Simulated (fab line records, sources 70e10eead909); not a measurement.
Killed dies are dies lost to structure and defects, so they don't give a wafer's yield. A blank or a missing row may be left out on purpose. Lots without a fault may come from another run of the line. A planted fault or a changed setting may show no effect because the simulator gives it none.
Which tool did it? | flow nand_harc | 13 lots, 39 wafers sampled, at 5 steps of a route of 1302

WHAT THE GAUGES READ, wafer by wafer
NHARC_A_ONON_D2_THK_MEAS_08: measures by ellipsometry. Usual: thk_nm 1001 nm, standard deviation 13.
lot  | measured     | on            | thk_nm (nm)    | flag
L411 | day 12 13:30 | film_metro-01 | 991 992 992    |
L413 | day 13 14:46 | film_metro-02 | 997 999 1000   |
L414 | day 13 14:46 | film_metro-01 | 976 976 975    |
L420 | day 16 03:55 | film_metro-02 | 1012 1013 1012 |
L423 | day 17 15:01 | film_metro-02 | 989 990 988    |
L424 | day 17 15:00 | film_metro-01 | 1021 1022 1022 |
L425 | day 18 11:35 | film_metro-02 | 981 981 980    |
L426 | day 18 18:40 | film_metro-01 | 1009 1012 1009 |
L428 | day 19 11:02 | film_metro-02 | 1021 1019 1020 |
L430 | day 20 14:02 | film_metro-02 | 1005 1005 1006 |
L432 | day 21 03:06 | film_metro-02 | 996 996 993    |
L433 | day 21 08:37 | film_metro-01 | 985 986 987    |
L434 | day 22 04:16 | film_metro-01 | 1012 1012 1009 |

NHARC_END_SORT_01. Usual: killed_at_array 53, standard deviation 18; killed_at_other 1.0, standard deviation 1.2; killed_at_periphery 3.6, standard deviation 2.4; killed_dies 58, standard deviation 18; killed_open 3.4, standard deviation 1.8; killed_short 2.3, standard deviation 1.5.
lot  | measured     | on        | killed_at_array | killed_at_other | killed_at_periphery | killed_dies | killed_open | killed_short | flag
L411 | day 24 20:22 | prober-02 | 674 671 671     | 0 1 0           | 3 5 6               | 677 677 677 | 2 8 1       | 2 1 2        | OFF
L414 | day 27 01:10 | prober-01 | 673 672 673     | 0 1 0           | 4 4 4               | 677 677 677 | 6 4 8       | 1 1 1        | OFF
L420 | day 29 12:38 | prober-02 | 669 665 671     | 1 0 0           | 7 12 6              | 677 677 677 | 4 4 3       | 3 1 0        | OFF

WHICH TOOL RAN EACH LOT (tool, then ch and the chambers of the sampled wafers, then the start)
lot  | NHARC_A_CHANNEL_FILL_D1_ETCHBACK_08           | NHARC_A_CHANNEL_HOLE_D2_DEP_00 | NHARC_A_CHANNEL_HOLE_D2_ETCH_38
L411 | rie_diel-04 ch 0,2,3, day 12 13:30 or earlier | acl_dep-01 ch 0, day 13 03:52  | rie_diel-08 ch 0,1,3, day 13 10:05
L413 | rie_diel-04 ch 0,2,3, day 13 14:46 or earlier | acl_dep-03 ch 0, day 14 04:40  | rie_diel-08 ch 0,1, day 14 07:16
L414 | rie_diel-06 ch 1,3, day 13 14:46 or earlier   | acl_dep-02 ch 0, day 14 05:11  | rie_diel-10 ch 0,2,3, day 14 09:35
L420 | rie_diel-04 ch 0,1, day 16 03:55 or earlier   | acl_dep-02 ch 0, day 16 16:37  | rie_diel-08 ch 0,1, day 16 22:51
L423 | rie_diel-04 ch 0,3, day 17 15:01 or earlier   | acl_dep-01 ch 0, day 18 04:52  | rie_diel-10 ch 1,2,3, day 18 06:55
L424 | rie_diel-06 ch 0,1,3, day 17 15:00 or earlier | acl_dep-02 ch 0, day 18 04:09  | rie_diel-08 ch 0,2,3, day 18 06:46
L425 | rie_diel-06 ch 1,2, day 18 11:35 or earlier   | acl_dep-01 ch 0, day 19 06:24  | rie_diel-10 ch 0,2, day 19 09:01
L426 | rie_diel-01 ch 1,2,3, day 18 18:40 or earlier | acl_dep-01 ch 0, day 19 10:02  | rie_diel-03 ch 0,2, day 19 12:32
L428 | rie_diel-06 ch 0,1, day 19 11:02 or earlier   | acl_dep-01 ch 0, day 20 01:13  | rie_diel-10 ch 0,1,3, day 20 04:19
L430 | rie_diel-04 ch 1,3, day 20 14:02 or earlier   | acl_dep-01 ch 0, day 21 02:05  | rie_diel-08 ch 0,2,3, day 21 04:22
L432 | rie_diel-01 ch 0,1, day 21 03:06 or earlier   | acl_dep-01 ch 0, day 21 20:39  | rie_diel-03 ch 0,2,3, day 21 23:04
L433 | rie_diel-04 ch 0,1,3, day 21 08:37 or earlier | acl_dep-03 ch 0, day 21 21:05  | rie_diel-10 ch 0,2,3, day 22 00:01
L434 | rie_diel-04 ch 1,2,3, day 22 04:16 or earlier | acl_dep-01 ch 0, day 22 17:46  | rie_diel-03 ch 0,2, day 22 20:02
- NHARC_A_CHANNEL_FILL_D1_ETCHBACK_08: etches the open film in C4F8, target depth 220 nm, time 110 s.
- NHARC_A_CHANNEL_HOLE_D2_DEP_00: deposits aC, target thk 3100 nm.
- NHARC_A_CHANNEL_HOLE_D2_ETCH_38: etches the open film in CF4, target depth 39 nm, time 65 s.

WHAT THE TOOLS THEMSELVES READ (means of the sampled wafers that have a number; where no wafer has one, the mark that the record gives instead)
NHARC_A_CHANNEL_FILL_D1_ETCHBACK_08. Usual: oes_product_au 0.95 a.u., standard deviation 0.035; rf_vpp_V 440.8 V, standard deviation 2.4.
lot  | tool        | oes_product_au (a.u.) | rf_vpp_V (V) | flag
L411 | rie_diel-04 | 0.92                  | 440.6        |
L413 | rie_diel-04 | 0.99                  | 441.3        |
L414 | rie_diel-06 | 0.92                  | 442.4        |
L420 | rie_diel-04 | 0.92                  | 442.6        |
L423 | rie_diel-04 | 0.92                  | 441.1        |
L424 | rie_diel-06 | 0.99                  | 442.4        |
L425 | rie_diel-06 | 0.93                  | 440.6        |
L426 | rie_diel-01 | 0.92                  | 440.5        |
L428 | rie_diel-06 | 1.01                  | 443.0        |
L430 | rie_diel-04 | 0.93                  | 441.3        |
L432 | rie_diel-01 | 1.01                  | 441.6        |
L433 | rie_diel-04 | 0.93                  | 440.3        |
L434 | rie_diel-04 | 0.95                  | 441.0        |

NHARC_A_CHANNEL_HOLE_D2_DEP_00. Usual: throttle_valve_pct 35.002 %, standard deviation 0.0092.
lot  | tool       | throttle_valve_pct (%) | flag
L411 | acl_dep-01 | 35.000                 |
L413 | acl_dep-03 | 35.000                 |
L414 | acl_dep-02 | 34.998                 |
L420 | acl_dep-02 | 35.002                 |
L423 | acl_dep-01 | 34.996                 |
L424 | acl_dep-02 | 34.992                 |
L425 | acl_dep-01 | 35.004                 |
L426 | acl_dep-01 | 35.008                 |
L428 | acl_dep-01 | 35.005                 |
L430 | acl_dep-01 | 34.996                 |
L432 | acl_dep-01 | 35.004                 |
L433 | acl_dep-03 | 34.998                 |
L434 | acl_dep-01 | 35.007                 |

NHARC_A_CHANNEL_HOLE_D2_ETCH_38. Usual: drypump_motor_current_A 5.7 A, standard deviation 0.41; oes_product_au 0.999 a.u., standard deviation 0.0091; rf_vpp_V 151.3 V, standard deviation 1.3; showerhead_plenum_p_Torr 1.78 Torr, standard deviation 0.073; throttle_valve_pct 13.284 %, standard deviation 0.0093.
lot  | tool        | drypump_motor_current_A (A) | oes_product_au (a.u.) | rf_vpp_V (V) | showerhead_plenum_p_Torr (Torr) | throttle_valve_pct (%) | flag
L411 | rie_diel-08 | 5.6                         | 1.004                 | 151.4        | 1.75                            | 13.283                 |
L413 | rie_diel-08 | 5.8                         | 0.997                 | 151.7        | 1.79                            | 13.289                 |
L414 | rie_diel-10 | 5.8                         | 1.004                 | 151.9        | 1.81                            | 13.279                 |
L420 | rie_diel-08 | 5.8                         | 0.995                 | 151.9        | 1.79                            | 13.286                 |
L423 | rie_diel-10 | 5.6                         | 1.000                 | 150.3        | 1.76                            | 13.289                 |
L424 | rie_diel-08 | 5.6                         | 0.997                 | 151.7        | 1.80                            | 13.278                 |
L425 | rie_diel-10 | 5.9                         | 0.997                 | 153.1        | 1.86                            | 13.284                 |
L426 | rie_diel-03 | 5.2                         | 0.986                 | 151.1        | 1.82                            | 13.285                 |
L428 | rie_diel-10 | 5.7                         | 1.002                 | 151.6        | 1.79                            | 13.294                 |
L430 | rie_diel-08 | 5.6                         | 0.992                 | 152.0        | 1.80                            | 13.280                 |
L432 | rie_diel-03 | 5.5                         | 0.994                 | 151.7        | 1.77                            | 13.278                 |
L433 | rie_diel-10 | 5.8                         | 1.003                 | 150.9        | 1.80                            | 13.279                 |
L434 | rie_diel-03 | 5.1                         | 0.992                 | 151.5        | 1.81                            | 13.275                 |

THE ANSWER, worked out from the rows above alone
Rule: a lot is off if the mean of its wafers that have a number lies more than 3 standard deviations from the usual mean. A lot without any number at a reading at which 4 lots or more have one is off too. The other lots that the step has rows for count as sound. The gauges are gone through in route order, then the tools' own readings, and for those a lot's mean is taken as printed above. The first step at which some lot is off is used, and at that step the reading that is off furthest; a lot without a number counts as furthest.
Off: L411, L414, L420, at NHARC_END_SORT_01 (killed_at_array). Neither off nor sound, because the step has no rows for them: L413, L423, L424, L425, L426, L428, L430, L432, L433, L434.
A tool fits if, at a process step before that reading, it ran every lot that is off, and no sound lot after the first of them. The gauges at NHARC_END_SORT_01 are tried like those tools. NHARC_A_CHANNEL_FILL_D1_ETCHBACK_08 gives no start for some lots, so the hours and the order of its lots are those of NHARC_A_ONON_D2_THK_MEAS_08. None of those tried fits.

WHAT THE SIMULATOR HAD PUT IN
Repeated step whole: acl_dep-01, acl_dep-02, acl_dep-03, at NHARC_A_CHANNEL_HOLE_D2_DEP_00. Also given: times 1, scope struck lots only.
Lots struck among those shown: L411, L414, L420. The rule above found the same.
